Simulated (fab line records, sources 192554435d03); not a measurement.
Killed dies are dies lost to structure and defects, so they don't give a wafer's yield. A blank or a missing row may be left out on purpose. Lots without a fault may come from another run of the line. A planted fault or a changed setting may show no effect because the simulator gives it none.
Chamber matching | flow n5_finfet | N5_BEOL_M9_STRIP_67 on rie_diel-01: 3 sister chambers
The step strips in CF4. 3 wafers are shown with their chamber, then 7 later ones without.

WAFERS WITH THEIR CHAMBER
wafer  | chamber | showerhead_plenum_p_Torr (Torr)
L087.3 | 0       | 1.80
L090.1 | 1       | 1.81
L090.6 | 2       | 1.77

WAFERS WITHOUT THEIR CHAMBER
wafer  | showerhead_plenum_p_Torr (Torr)
L093.6 | 1.77
L096.2 | 1.81
L096.3 | 1.77
L096.4 | 1.81
L097.2 | 1.81
L097.3 | 1.79
L097.6 | 1.81

WHICH CHAMBER EACH WENT THROUGH
wafer  | from the rows above | in truth
L093.6 | 2                   | 2
L096.2 | 1                   | 1
L096.3 | 2                   | 2
L096.4 | 1                   | 1
L097.2 | 1                   | 1
L097.3 | 0                   | 0
L097.6 | 1                   | 1
Placed correctly: 7 of 7. Can't be placed from these rows: 0. Placed wrongly: 0.
How it was worked out, from the rows above alone: a wafer's distance from a chamber is the root of the sum, over the readings, of the square of ((its reading less the chamber's mean) divided by the reading's scatter). The wafer belongs to the nearest chamber; if the next one is less than 2 further off, it can't be placed. A chamber's mean is the mean of its shown wafers. The scatter: with one shown wafer a chamber, the root of the mean of the squares of how far each hidden wafer lies from its nearest shown one.
